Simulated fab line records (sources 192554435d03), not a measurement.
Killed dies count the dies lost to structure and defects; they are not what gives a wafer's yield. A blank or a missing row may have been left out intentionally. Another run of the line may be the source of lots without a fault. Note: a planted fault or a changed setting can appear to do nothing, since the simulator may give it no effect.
fab line records | flow n5-finfet | part 1 of 2: steps 1 to 25 of 26
record: lots: 5 | wafers: 15 | last-day: 16
route steps=1938 shown FIN_SAQP@103 BEOL_M4@1111 PASSIVATION@1936
lots untouched by any fault: they come from a run of this same line in which no faults occurred
start-h: start of the lot's first displayed wafer, in hours after the record's first day | wait-h: hours elapsed since this lot's preceding step | " repeats the value in the row above | L1.1+2: several wafers, shown together as one row | - no value present, or no start provided | * or withheld: withheld | < > ~ a bound
route shown NAME@n: names a module that has steps shown in the file, with the first one's number in the route | usual: the fault-free wafers' mean and standard deviation | same: alike in all rows | chamber/n: place in a boat | sites: each site's reading | _std_site: standard deviation across them | _edge_site: mean of outer sites minus mean of inner sites | radius-mm: how far each site lies from the wafer's centre | mask NAME#n: copy n | behind: the most recent tool/chamber to have shaped the wafer | hold: what put the lot on hold/how long, in hours/how the hold closed | device: names the non-switching transistor (n, p or np) | end of line: tests of these same wafers at the route's end | step lacking rows: just its recipe | killed: not the wafer's yield, but the dies lost to structure and defects at the first sort | map: per-die view of a wafer (x killed, . not killed, _ where there is no die)
set.NAME: the setting the step ran with; set.NAME@STEP: the setting that earlier step ran with | model.NAME: the simulator's own value behind a step, which no gauge read
lots at selected steps of the route; one table per step, one row per wafer
services: when a tool's chamber went out of use (start-h, in hours from the record's first day, below 0 if earlier), for how many hours, and the reason
== steps ==
step: N5_FIN_SAQP_COAT_49
recipe: resist: SOC | temp-c: 250 | time-s: 60 | spin-rpm: 1500 | resist-thk-nm: 100
step: N5_FIN_SAQP_COAT_50
recipe: resist: SiARC | temp-c: 220 | time-s: 60 | spin-rpm: 1500 | resist-thk-nm: 35
step: N5_FIN_SAQP_COAT_10
recipe: resist: CAR-ArF | spin-rpm: 1500 | resist-thk-nm: 90
step: N5_FIN_SAQP_EBR_12
recipe: solvent: PGMEA | ebr-width-mm: 1.5
step: N5_FIN_SAQP_SOFTBAKE_11
recipe: temp-c: 110 | time-s: 60 | resist: CAR-ArF
step: N5_FIN_SAQP_EXPOSE_13
recipe: mask-id: FIN_CORE | na: 1.35 | source-shape: dipole | sigma-inner: 0.538 | sigma-outer: 0.738 | polarization: te | target-cd-nm: 35.6 | dose-mj: 63.25
step: N5_FIN_SAQP_PEB_14
recipe: peb-temp-c: withheld | peb-time-s: 60 | resist: CAR-ArF
step: N5_FIN_SAQP_DEVELOP_15
recipe: develop-time-s: 30 | developer: TMAH | resist: CAR-ArF | dev-temp-c: 23 | rinse-liquid: diw | dry: air-spin
step: N5_FIN_SAQP_DESCUM_21
recipe: chemistry: O2 | time-s: 7.9 | source-power-w: 50 | bias-power-w: 20 | pressure-mtorr: 20 | rf-frequency-hz: 2.712e+07 | temp-c: 40 | resist: CAR-ArF | o2-flow-sccm: 225
step: N5_FIN_SAQP_ETCH_51
recipe: chemistry: CF4 | target: SiARC | target-depth-a: 455 | mask-material: CAR-ArF | time-s: 75.8 | ion-energy-ev: 80 | pressure-mtorr: 40 | source-w: 545 | bias-w: 36 | Ar_flow_sccm: 100 | cf4-flow-sccm: 100 | ends: cleared
usual: bias-w: 36.00/0.11 | cf4-flow-sccm: 99.95/0.27 | drypump-motor-current-A: 5.9/0.35 | etch-rf-on-time-s: 75.8/1.1 | oes-product-au: 0.65/0.067 | rf-vpp-V: 183.7/1.3 | showerhead-plenum-p-Torr: 2.11/0.086 | throttle-valve-pct: 15.70/0.23
lot.wafer | tool        | chamber | start-h | wait-h | bias-w | cf4-flow-sccm | drypump-motor-current-A | etch-rf-on-time-s | oes-product-au | rf-hours-counter-h | rf-vpp-V | showerhead-plenum-p-Torr | throttle-valve-pct | model.CAR-ArF_of_FIN_SAQP_COAT_10.thk-nm
L435.3    | rie-diel-03 | 3       | 46.38   | 0.0    | 36.06  | 99.89         | 6.2                     | 74.0              | 0.70           | 75                 | 184.2    | 2.26                     | 15.78              | 50.58
L435.4    | "           | 0       | "       | "      | 36.07  | 99.75         | 5.5                     | 74.8              | 0.64           | 167                | 185.2    | 2.14                     | 15.49              | 50.33
L435.6    | "           | 2       | "       | "      | 35.80  | 99.55         | 6.1                     | 75.7              | 0.68           | -                  | 183.2    | 1.99                     | 15.76              | 50.69
L442.1    | rie-diel-03 | 2       | 88.39   | 0.0    | -      | -             | -                       | -                 | -              | -                  | -        | -                        | -                  | 83.36
L442.2    | "           | 3       | "       | "      | -      | -             | -                       | -                 | -              | -                  | -        | -                        | -                  | 83.7
L442.6    | "           | 1       | "       | "      | -      | -             | -                       | -                 | -              | -                  | -        | -                        | -                  | 83.32
L443.1    | rie-diel-03 | 3       | 96.37   | 0.0    | -      | -             | -                       | -                 | -              | -                  | -        | -                        | -                  | 83.4
L443.2    | "           | 1       | "       | "      | -      | -             | -                       | -                 | -              | -                  | -        | -                        | -                  | 83.31
L443.3    | "           | 0       | "       | "      | -      | -             | -                       | -                 | -              | -                  | -        | -                        | -                  | 83.29
L444.3    | rie-diel-03 | 3       | 101.78  | 0.0    | -      | -             | -                       | -                 | -              | -                  | -        | -                        | -                  | 83.54
L444.4    | "           | 2       | "       | "      | -      | -             | -                       | -                 | -              | -                  | -        | -                        | -                  | 83.38
L444.6    | "           | 1       | "       | "      | -      | -             | -                       | -                 | -              | -                  | -        | -                        | -                  | 83.75
L448.1    | rie-diel-06 | 0       | 125.01  | 0.0    | 35.93  | 100.02        | 5.8                     | 76.6              | 0.72           | 78                 | 183.4    | 2.08                     | 15.42              | 51.04
L448.4    | "           | 1       | "       | "      | 35.88  | 100.27        | 5.4                     | 73.6              | 0.82           | -                  | 185.9    | 2.27                     | 15.34              | 51.12
L448.5    | "           | 2       | "       | "      | 35.96  | 100.31        | 6.3                     | 76.8              | 0.59           | -                  | 185.1    | 2.11                     | 15.77              | 50.76
step: N5_FIN_SAQP_ETCH_52
recipe: chemistry: N2/H2 | target: SOC | target-depth-a: 1000 | overetch-a: 200 | mask-material: SiARC | temp-c: 40 | time-s: 150 | ion-energy-ev: 200 | pressure-mtorr: 30 | source-w: 840 | bias-w: 150 | n2-flow-sccm: 200 | h2-flow-sccm: 200 | ends: end-point
usual: bias-w: 150.0/0.45 | chamber-pressure-mTorr: 30.002/0.027 | drypump-motor-current-A: 5.9/0.35 | oes-product-au: 0.68/0.066 | rf-vpp-V: 523/3.2 | showerhead-plenum-p-Torr: 2.51/0.11 | throttle-valve-pct: 17.93/0.24
lot.wafer | tool        | chamber | start-h | wait-h | bias-w | chamber-pressure-mTorr | drypump-motor-current-A | oes-product-au | rf-hours-counter-h | rf-vpp-V | showerhead-plenum-p-Torr | throttle-valve-pct
L435.3    | rie-diel-03 | 3       | 46.43   | 0.0    | 150.2  | 29.986                 | 6.2                     | 0.72           | 75                 | 527      | 2.69                     | 17.94
L435.4    | "           | 0       | "       | "      | 150.4  | 30.018                 | 5.6                     | 0.67           | 167                | 525      | 2.54                     | 17.68
L435.6    | "           | 2       | "       | "      | 150.2  | 30.040                 | 6.1                     | 0.71           | -                  | 518      | 2.36                     | 17.97
L442.1    | rie-diel-03 | 2       | 88.45   | 0.0    | 149.8  | 30.024                 | 6.2                     | 0.30           | 131                | 520      | 2.35                     | 17.94
L442.2    | "           | 3       | "       | "      | 149.9  | 29.956                 | 6.2                     | 0.30           | 79                 | 528      | 2.68                     | 17.86
L442.6    | "           | 1       | "       | "      | 149.6  | 30.007                 | 5.9                     | 0.26           | -                  | 525      | 2.62                     | 18.35
L443.1    | rie-diel-03 | 3       | 96.42   | 0.0    | 148.9  | 30.000                 | 6.1                     | 0.30           | 81                 | 528      | 2.68                     | 17.90
L443.2    | "           | 1       | "       | "      | 149.7  | 29.978                 | 5.9                     | 0.26           | 231                | 526      | 2.62                     | 18.34
L443.3    | "           | 0       | "       | "      | 150.2  | 29.989                 | 5.6                     | 0.27           | 187                | 523      | 2.53                     | 17.66
L444.3    | rie-diel-03 | 3       | 101.84  | 0.0    | 150.0  | 29.990                 | 6.1                     | 0.30           | 83                 | 528      | 2.68                     | 17.89
L444.4    | "           | 2       | "       | "      | 150.4  | 30.000                 | 6.2                     | 0.28           | 135                | 518      | 2.35                     | 17.95
L444.6    | "           | 1       | "       | "      | 150.4  | 30.032                 | 5.9                     | 0.27           | -                  | 525      | 2.62                     | 18.34
L448.1    | rie-diel-06 | 0       | 125.06  | 0.0    | 149.5  | 29.985                 | 5.8                     | 0.75           | 78                 | 521      | 2.47                     | 17.64
L448.4    | "           | 1       | "       | "      | 150.0  | 30.022                 | 5.4                     | 0.85           | -                  | 529      | 2.71                     | 17.70
L448.5    | "           | 2       | "       | "      | 150.1  | 30.010                 | 6.3                     | 0.62           | -                  | 522      | 2.51                     | 18.01
step: N5_FIN_SAQP_STRIP_53
recipe: chemistry: N2/H2 | temp-c: 40 | n2-flow-sccm: 200 | h2-flow-sccm: 200 | rf-frequency-hz: 6e+07
step: N5_FIN_SAQP_HM_OPEN_73
recipe: chemistry: CHF3/O2 | target: SiO2 | stop-on: a-Si | target-depth-a: 120 | over-etch-frac: 1.8 | mask-material: SOC | time-s: 16.8 | pressure-mtorr: 30 | source-w: 650 | bias-w: 170 | Ar_flow_sccm: 200 | CHF3_flow_sccm: 50 | O2_flow_sccm: 5 | ion-energy-ev: 200 | ends: end-point
usual: bias-w: 170.0/0.51 | drypump-motor-current-A: 5.9/0.35 | oes_ar_750_au: 0.76/0.073 | oes-product-au: 0.46/0.044 | rf-vpp-V: 521/5.2 | showerhead-plenum-p-Torr: 2.38/0.099 | throttle-valve-pct: 18.90/0.25
lot.wafer | tool        | chamber | start-h | wait-h | bias-w | drypump-motor-current-A | oes_ar_750_au | oes-product-au | rf-hours-counter-h | rf-vpp-V | showerhead-plenum-p-Torr | throttle-valve-pct
L435.3    | rie-diel-03 | 3       | 46.54   | 0.0    | 169.7  | 6.2                     | 0.82          | 0.49           | 76                 | 527      | 2.55                     | 19.07
L435.4    | "           | 0       | "       | "      | 170.0  | 5.6                     | 0.75          | 0.45           | 167                | 519      | 2.40                     | 18.66
L435.6    | "           | 2       | "       | "      | 169.8  | 6.2                     | 0.79          | 0.48           | -                  | 522      | 2.24                     | 19.00
L442.1    | rie-diel-03 | 2       | 88.56   | 0.0    | 170.3  | 6.1                     | 0.77          | 0.29           | 131                | 521      | 2.24                     | 18.99
L442.2    | "           | 3       | "       | "      | 170.2  | 6.2                     | 0.82          | 0.30           | 79                 | 527      | 2.55                     | 19.03
L442.6    | "           | 1       | "       | "      | 170.0  | 5.9                     | 0.70          | 0.26           | -                  | 524      | 2.48                     | 19.32
L443.1    | rie-diel-03 | 3       | 96.53   | 0.0    | 168.6  | 6.1                     | 0.81          | 0.30           | 81                 | 527      | 2.55                     | 19.02
L443.2    | "           | 1       | "       | "      | 170.3  | 5.9                     | 0.70          | 0.26           | 231                | 525      | 2.48                     | 19.28
L443.3    | "           | 0       | "       | "      | 171.3  | 5.5                     | 0.74          | 0.28           | 187                | 519      | 2.39                     | 18.64
L444.3    | rie-diel-03 | 3       | 101.94  | 0.0    | 169.4  | 6.2                     | 0.80          | 0.30           | 83                 | 528      | 2.55                     | 19.03
L444.4    | "           | 2       | "       | "      | 170.1  | 6.1                     | 0.76          | 0.29           | 135                | 522      | 2.24                     | 19.00
L444.6    | "           | 1       | "       | "      | 169.5  | 5.9                     | 0.70          | 0.26           | -                  | 524      | 2.48                     | 19.30
L448.1    | rie-diel-06 | 0       | 125.17  | 0.0    | 170.0  | 5.8                     | 0.84          | 0.50           | 78                 | 512      | 2.33                     | 18.59
L448.4    | "           | 1       | "       | "      | 170.3  | 5.4                     | 0.95          | 0.57           | -                  | 524      | 2.56                     | 18.58
L448.5    | "           | 2       | "       | "      | 170.5  | 6.3                     | 0.70          | 0.42           | -                  | 514      | 2.38                     | 18.94
step: N5_FIN_SAQP_STRIP_74
recipe: chemistry: CHF3/O2 | resist: SiARC | rf-frequency-hz: 6e+07
step: N5_FIN_SAQP_MANDREL_ETCH_22
recipe: target-depth-a: 600 | chemistry: HBr/Cl2 | target: a-Si | stop-on: SiNx | bt-time-s: 10 | over-etch-frac: 0.5 | time-s: 30 | pressure-mtorr: 10 | icp-w: 800 | bias-w: 75 | HBr_flow_sccm: 150 | Cl2_flow_sccm: 80 | ends: end-point
usual: HBr_flow_sccm: 150.0/0.47 | bias-w: 74.99/0.24 | drypump-motor-current-A: 5.5/0.48 | oes-product-au: 0.767/0.012 | throttle-valve-pct: 35.45/0.19
lot.wafer | tool      | chamber | start-h | wait-h | HBr_flow_sccm | bias-w | drypump-motor-current-A | oes-product-au | rf-hours-counter-h | throttle-valve-pct
L435.3    | rie-si-06 | 2       | 46.63   | 0.0    | 150.4         | 74.88  | 5.7                     | 0.756          | 87                 | 35.34
L435.4    | "         | 0       | "       | "      | 149.2         | 75.04  | 4.9                     | 0.762          | 99                 | 35.57
L435.6    | "         | 2       | "       | "      | 150.5         | 74.75  | 5.7                     | 0.761          | -                  | 35.33
L442.1    | rie-si-06 | 2       | 88.64   | 0.0    | 149.6         | 74.96  | 5.7                     | 0.303          | 88                 | 36.31
L442.2    | "         | 1       | "       | "      | 149.7         | 75.17  | 5.1                     | 0.304          | 155                | 36.12
L442.6    | "         | 3       | "       | "      | 150.1         | 74.82  | 5.5                     | 0.307          | -                  | 36.42
L443.1    | rie-si-01 | 0       | 96.62   | 0.0    | 150.0         | 75.18  | 4.9                     | 0.306          | 47                 | 36.24
L443.2    | "         | 3       | "       | "      | 149.5         | 74.94  | 4.9                     | 0.309          | 9                  | 36.39
L443.3    | "         | 2       | "       | "      | 150.1         | 74.72  | 5.5                     | 0.303          | 69                 | 36.76
L444.3    | rie-si-03 | 0       | 102.03  | 0.0    | 150.6         | 74.47  | 6.4                     | 0.314          | 32                 | 36.48
L444.4    | "         | 1       | "       | "      | 150.1         | 75.04  | 5.4                     | 0.300          | 8                  | 36.27
L444.6    | "         | 2       | "       | "      | 150.3         | 74.93  | 5.3                     | 0.295          | -                  | 36.62
L448.1    | rie-si-06 | 0       | 125.26  | 0.0    | 150.9         | 75.05  | 4.9                     | 0.756          | 100                | 35.58
L448.4    | "         | 3       | "       | "      | 150.3         | 75.06  | 5.6                     | 0.766          | 22                 | 35.46
L448.5    | "         | 2       | "       | "      | 150.1         | 74.94  | 5.7                     | 0.758          | -                  | 35.32
step: N5_FIN_SAQP_STRIP_55
recipe: chemistry: N2/H2 | power-w: 500 | temp-c: 40 | pressure-mtorr: 50 | rf-frequency-hz: 6e+07 | overash-fraction: 0.3 | bias-power-w: 28 | h2-frac: 0.5 | n2-flow-sccm: 300 | h2-flow-sccm: 300
step: N5_FIN_SAQP_STRIP_23
recipe: chemistry: SPM | time-s: 750 | temp-c: 130 | h2so4-h2o2-vol-ratio: 4
step: N5_FIN_SAQP_SRD_66
recipe: dry: ipa-marangoni | time-s: 30 | temp-c: 23 | rinse-liquid: diw
step: N5_FIN_SAQP_RECESS_75
recipe: chemistry: HF/NH3 | target: SiO2 | target-depth-a: 144 | afs-cycles: 3 | temp-c: 30 | sublimation-temp-c: 180 | sublimation-time-s: 60
step: N5_FIN_SAQP_SPACER1_ALD_24
recipe: material: SiO2 | target-thk-a: 203 | temp-c: 300 | ald-precursor-family: BDEAS | ald-co-reactant: O2-plasma | pulse-time-s: 1 | purge-time-s: 2 | co-reactant-purge-time-s: 2 | ald-cycles: 218 | pressure-torr: 2
step: N5_FIN_SAQP_SPACER1_ETCHBACK_25
recipe: chemistry: CHF3/O2 | mode: anisotropic-etchback | target: SiO2 | target-depth-a: 244 | time-s: 12.2 | pressure-mtorr: 30 | source-w: 650 | bias-w: 170 | Ar_flow_sccm: 200 | CHF3_flow_sccm: 50 | O2_flow_sccm: 5 | ion-energy-ev: 200
usual: bias-w: 170.1/0.51 | drypump-motor-current-A: 5.9/0.35 | oes_ar_750_au: 0.75/0.067 | oes-product-au: 0.74/0.072 | rf-vpp-V: 521/4.9 | showerhead-plenum-p-Torr: 2.36/0.095 | throttle-valve-pct: 19.00/0.24
lot.wafer | tool        | chamber | start-h | wait-h | bias-w | drypump-motor-current-A | oes_ar_750_au | oes-product-au | rf-hours-counter-h | rf-vpp-V | showerhead-plenum-p-Torr | throttle-valve-pct
L435.3    | rie-diel-03 | 1       | 48.37   | 0.4    | 170.4  | 5.9                     | 0.72          | 0.69           | 212                | 524      | 2.48                     | 19.39
L435.4    | "           | 3       | "       | "      | 170.9  | 6.1                     | 0.81          | 0.81           | 76                 | 529      | 2.55                     | 19.14
L435.6    | "           | 1       | "       | "      | 169.6  | 5.9                     | 0.71          | 0.70           | -                  | 526      | 2.48                     | 19.40
L442.1    | rie-diel-06 | 2       | 90.45   | 0.4    | 169.5  | 6.3                     | 0.71          | 0.26           | 215                | 515      | 2.38                     | 18.86
L442.2    | "           | 3       | "       | "      | 170.1  | 6.4                     | 0.69          | 0.27           | 232                | 530      | 2.38                     | 18.91
L442.6    | "           | 2       | "       | "      | 170.0  | 6.3                     | 0.70          | 0.27           | -                  | 515      | 2.38                     | 18.89
L443.1    | rie-diel-03 | 1       | 99.83   | 0.4    | 170.5  | 5.9                     | 0.70          | 0.26           | 232                | 523      | 2.48                     | 19.31
L443.2    | "           | 3       | "       | "      | 171.0  | 6.1                     | 0.81          | 0.31           | 82                 | 527      | 2.55                     | 19.03
L443.3    | "           | 0       | "       | "      | 170.6  | 5.5                     | 0.74          | 0.27           | 188                | 519      | 2.39                     | 18.65
L444.3    | rie-diel-05 | 1       | 103.64  | 0.4    | 170.2  | 5.9                     | 0.71          | 0.26           | 187                | 525      | 2.30                     | 18.48
L444.4    | "           | 0       | "       | "      | 169.3  | 5.3                     | 0.73          | 0.27           | 209                | 519      | 2.30                     | 19.29
L444.6    | "           | 1       | "       | "      | 170.0  | 5.9                     | 0.71          | 0.27           | -                  | 525      | 2.30                     | 18.49
L448.1    | rie-diel-06 | 2       | 126.97  | 0.5    | 170.6  | 6.3                     | 0.70          | 0.69           | 232                | 517      | 2.38                     | 19.01
L448.4    | "           | 3       | "       | "      | 169.9  | 6.4                     | 0.69          | 0.69           | 242                | 532      | 2.38                     | 19.03
L448.5    | "           | 1       | "       | "      | 169.4  | 5.4                     | 0.96          | 0.95           | -                  | 525      | 2.56                     | 18.64
step: N5_FIN_SAQP_MANDREL1_REMOVE_56
recipe: chemistry: HBr/Cl2/O2 | bt-time-s: 10 | target: a-Si | stop-on: SiNx | endpoint: OES-SiCl | over-etch-frac: 1 | icp-w: 600 | bias-w: 22 | HBr_flow_sccm: 150 | Cl2_flow_sccm: 80 | O2_flow_sccm: 5 | pressure-mtorr: 10
usual: bias-w: 22.00/0.067 | drypump-motor-current-A: 5.5/0.52 | oes-product-au: 0.994/0.012 | throttle-valve-pct: 36.82/0.2
lot.wafer | tool      | chamber | start-h | wait-h | bias-w | drypump-motor-current-A | oes-product-au | rf-hours-counter-h | throttle-valve-pct
L435.3    | rie-si-03 | 0       | 48.47   | 0.1    | 22.05  | 6.4                     | 0.996          | 31                 | 36.87
L435.4    | "         | 1       | "       | "      | 21.96  | 5.4                     | 0.980          | 7                  | 36.62
L435.6    | "         | 3       | "       | "      | 21.89  | 6.2                     | 1.009          | -                  | 37.21
L442.1    | rie-si-03 | 1       | 90.54   | 0.1    | 22.03  | 5.4                     | 0.371          | 8                  | 36.62
L442.2    | "         | 3       | "       | "      | 22.12  | 6.2                     | 0.376          | 83                 | 37.20
L442.6    | "         | 2       | "       | "      | 21.96  | 5.3                     | 0.370          | -                  | 37.00
L443.1    | rie-si-01 | 3       | 99.92   | 0.1    | 21.98  | 4.9                     | 0.379          | 9                  | 36.76
L443.2    | "         | 2       | "       | "      | 22.00  | 5.5                     | 0.375          | 69                 | 37.15
L443.3    | "         | 1       | "       | "      | 22.15  | 6.4                     | 0.378          | 4                  | 36.93
L444.3    | rie-si-06 | 0       | 103.73  | 0.1    | 22.01  | 4.9                     | 0.365          | 100                | 36.91
L444.4    | "         | 3       | "       | "      | 22.18  | 5.5                     | 0.370          | 21                 | 36.80
L444.6    | "         | 3       | "       | "      | 21.98  | 5.5                     | 0.376          | -                  | 36.80
L448.1    | rie-si-03 | 2       | 127.06  | 0.1    | 22.01  | 5.3                     | 0.997          | 169                | 37.01
L448.4    | "         | 3       | "       | "      | 22.03  | 6.1                     | 1.007          | 84                 | 37.21
L448.5    | "         | 0       | "       | "      | 21.95  | 6.4                     | 0.995          | -                  | 36.84
step: N5_FIN_SAQP_CD_MEAS_27
recipe: target-cd-nm: 20 | landing-energy-ev: 1000 | detector: se-inlens | polarity: line
usual: cd-nm: 20.35/0.2
lot.wafer | tool      | chamber | start-h | wait-h | cd-nm
L435.3    | cd-sem-01 | 0       | 48.58   | 0.1    | 20.14
L435.4    | "         | 0       | "       | "      | 20.43
L435.6    | "         | 0       | "       | "      | 20.20
L442.1    | cd-sem-03 | 0       | 90.65   | 0.1    | -
L442.2    | "         | 0       | "       | "      | -
L442.6    | "         | 0       | "       | "      | -
L443.1    | cd-sem-03 | 0       | 100.03  | 0.1    | -
L443.2    | "         | 0       | "       | "      | -
L443.3    | "         | 0       | "       | "      | -
L444.3    | cd-sem-01 | 0       | 103.85  | 0.1    | -
L444.4    | "         | 0       | "       | "      | -
L444.6    | "         | 0       | "       | "      | -
L448.1    | cd-sem-02 | 0       | 127.17  | 0.1    | 20.37
L448.4    | "         | 0       | "       | "      | 20.48
L448.5    | "         | 0       | "       | "      | 20.22
step: N5_FIN_SAQP_ETCH_57
recipe: chemistry: CH3F/O2 | target: SiNx | mask-material: SiO2 | target-depth-a: 325 | time-s: 46.4 | pressure-mtorr: 30 | source-w: 395 | bias-w: 73 | Ar_flow_sccm: 150 | CH3F_flow_sccm: 30 | O2_flow_sccm: 20 | ion-energy-ev: 120 | ends: cleared
step: N5_BEOL_M4_RC_MEAS_101
usual: DIBL_N: 35.9/1.3 | DIBL_P: 36.3/1.5 | IOFF_N: 0.153/0.023 | IOFF_P: 0.208/0.028 | ION_N: 672/9.7 | ION_P: 462/6.6 | SS_N: 71.5/0.53 | SS_P: 73.3/0.59 | VT_N: 250.4/2.7 | VT_P: -250.5/3
lot.wafer | tool      | chamber | start-h | wait-h | DIBL_N[mV/V] | DIBL_P[mV/V] | IOFF_N[nA/um] | IOFF_P[nA/um] | ION_N[uA/um] | ION_P[uA/um] | SS_N[mV/dec] | SS_P[mV/dec] | VT_N[mV] | VT_P[mV]
L435.3    | prober-02 | 0       | 204.14  | 0.3    | 36.1         | 35.4         | 0.151         | 0.197         | 676          | 461          | 71.9         | 72.7         | 251.9    | -251.2
L435.4    | "         | 0       | "       | "      | 35.4         | 34.3         | 0.138         | 0.179         | 673          | 456          | 71.6         | 72.0         | 252.6    | -251.9
L435.6    | "         | 0       | "       | "      | 36.4         | 35.9         | 0.154         | 0.201         | 677          | 465          | 71.6         | 73.1         | 249.5    | -251.9
L448.1    | prober-01 | 0       | 279.17  | 0.0    | 34.6         | 35.3         | 0.133         | 0.164         | 673          | 463          | 70.6         | 73.9         | 252.9    | -254.5
L448.4    | "         | 0       | "       | "      | 35.7         | 37.3         | 0.153         | 0.196         | 662          | 456          | 71.6         | 73.7         | 249.3    | -252.0
L448.5    | "         | 0       | "       | "      | 35.0         | 36.5         | 0.142         | 0.182         | 683          | 465          | 70.8         | 73.4         | 250.0    | -256.8
== key ==
first-sign: step: N5_FIN_SAQP_ETCH_51 | reading: tool-record | direction: missing
effect: step: N5_FIN_SAQP_ETCH_52 | reading: oes-product-au | direction: down | sigmas: 6 | usual: 0.68 | struck: 0.28
effect: step: N5_FIN_SAQP_HM_OPEN_73 | reading: oes-product-au | direction: down | sigmas: 3.9 | usual: 0.46 | struck: 0.28
effect: step: N5_FIN_SAQP_MANDREL_ETCH_22 | reading: oes-product-au | direction: down | sigmas: 38 | usual: 0.767 | struck: 0.304
effect: step: N5_FIN_SAQP_SPACER1_ETCHBACK_25 | reading: oes-product-au | direction: down | sigmas: 6.6 | usual: 0.74 | struck: 0.27
effect: step: N5_FIN_SAQP_MANDREL1_REMOVE_56 | reading: oes-product-au | direction: down | sigmas: 52 | usual: 0.994 | struck: 0.373
effect: step: N5_FIN_SAQP_CD_MEAS_27 | reading: cd-nm | direction: missing
effect: step: N5_PASSIVATION_PROBE_49 | reading: sort_bin_5_function | direction: up | sigmas: 93 | usual: 5.1 | struck: 95.6
model-effect: step: N5_FIN_SAQP_ETCH_51 | value: CAR-ArF_of_FIN_SAQP_COAT_10.thk-nm | without: 50.87 | struck: 83.45
more-kills-born-at: N5_FIN_SAQP_ETCH_51@rie-diel-03: 9519
met-at N5_FIN_SAQP_ETCH_51
struck-wafers L442.1,L442.2,L442.6,L443.1,L443.2,L443.3,L444.3,L444.4,L444.6
later-rows-left-out L442.1,L442.2,L442.6,L443.1,L443.2,L443.3,L444.3,L444.4,L444.6
onset-between 46.38 88.39
fault: kind: skipped-step-whole | tool: rie-diel-03 | chamber: - | onset-h: 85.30 | steps: N5_FIN_SAQP_ETCH_51 | scope: struck-lots-only
later-rows-left-out: the simulator's readings of these wafers behind a module that went badly wrong aren't trusted and aren't shown, but for the sort
